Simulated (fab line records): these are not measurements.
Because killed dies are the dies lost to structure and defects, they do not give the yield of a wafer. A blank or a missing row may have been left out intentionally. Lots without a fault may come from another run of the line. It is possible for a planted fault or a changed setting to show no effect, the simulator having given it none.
Chamber matching ; flow n5_finfet ; 4 sister chambers for N5_BEOL_M0_SAQP_MANDREL_ETCH_103 on rie_si-01
The step etches a-Si in HBr/Cl2, stops on SiCN, target depth 45 nm, bt time 10 s, time 27 s. 18 wafers are shown with their chamber, then 9 later ones without.

== WAFERS PAIRED WITH THEIR CHAMBERS ==
wafer;chamber;drypump_motor_current_A (A);throttle_valve_pct (%);oes_product_au (a.u.)
L077.2;3;5.7;34.95;0.668
L077.3;1;5.4;35.34;0.685
L077.6;3;5.7;34.94;0.682
L079.3;3;5.7;34.98;0.659
L079.4;1;5.5;35.34;0.691
L079.6;1;5.5;35.34;0.677
L082.1;1;5.5;35.36;0.670
L082.2;3;5.7;34.97;0.670
L082.3;2;5.9;35.26;0.677
L083.2;3;5.7;34.96;0.678
L083.3;1;5.5;35.34;0.687
L083.5;0;6.2;35.75;0.671
L084.1;0;6.2;35.77;0.662
L084.3;3;5.7;34.97;0.675
L084.6;1;5.4;35.32;0.683
L086.1;1;5.5;35.32;0.691
L086.4;3;5.7;34.94;0.690
L086.5;2;5.9;35.23;0.688

SIGNATURES (means of the wafers above)
reading;chamber 0;chamber 1;chamber 2;chamber 3;scatter within a chamber
drypump_motor_current_A;6.200;5.471;5.900;5.700;0.0319
throttle_valve_pct;35.7600;35.3371;35.2450;34.9586;0.0153
oes_product_au;0.66650;0.68343;0.68250;0.67457;0.00872
Rule: distance of a wafer from a chamber = root of the sum over the readings of ((wafer's reading minus chamber's mean) / reading's scatter) squared. The wafer belongs to the nearest chamber; if the next one is less than 2 further off, it can't be placed. The scatter: take each reading less its chamber's mean, square it, sum over the shown wafers, divide by the number of wafers less the number of chambers, and take the root.

== WAFERS WITH NO CHAMBER GIVEN ==
wafer;drypump_motor_current_A (A);throttle_valve_pct (%);oes_product_au (a.u.)
L087.2;5.5;35.34;0.690
L087.5;6.2;35.77;0.676
L087.6;5.7;34.92;0.686
L090.2;5.4;35.37;0.681
L090.4;6.2;35.78;0.671
L090.6;5.4;35.34;0.681
L091.1;6.2;35.80;0.647
L091.3;5.9;35.27;0.669
L091.6;5.9;35.27;0.670

== WHICH CHAMBER EACH ONE RAN IN ==
wafer;from the rows above;in truth
L087.2;1;1
L087.5;0;0
L087.6;3;3
L090.2;1;1
L090.4;0;0
L090.6;1;1
L091.1;0;0
L091.3;2;2
L091.6;2;2
Placed correctly: 9 of 9. Left unplaced by these rows: 0. Placed wrongly: 0.
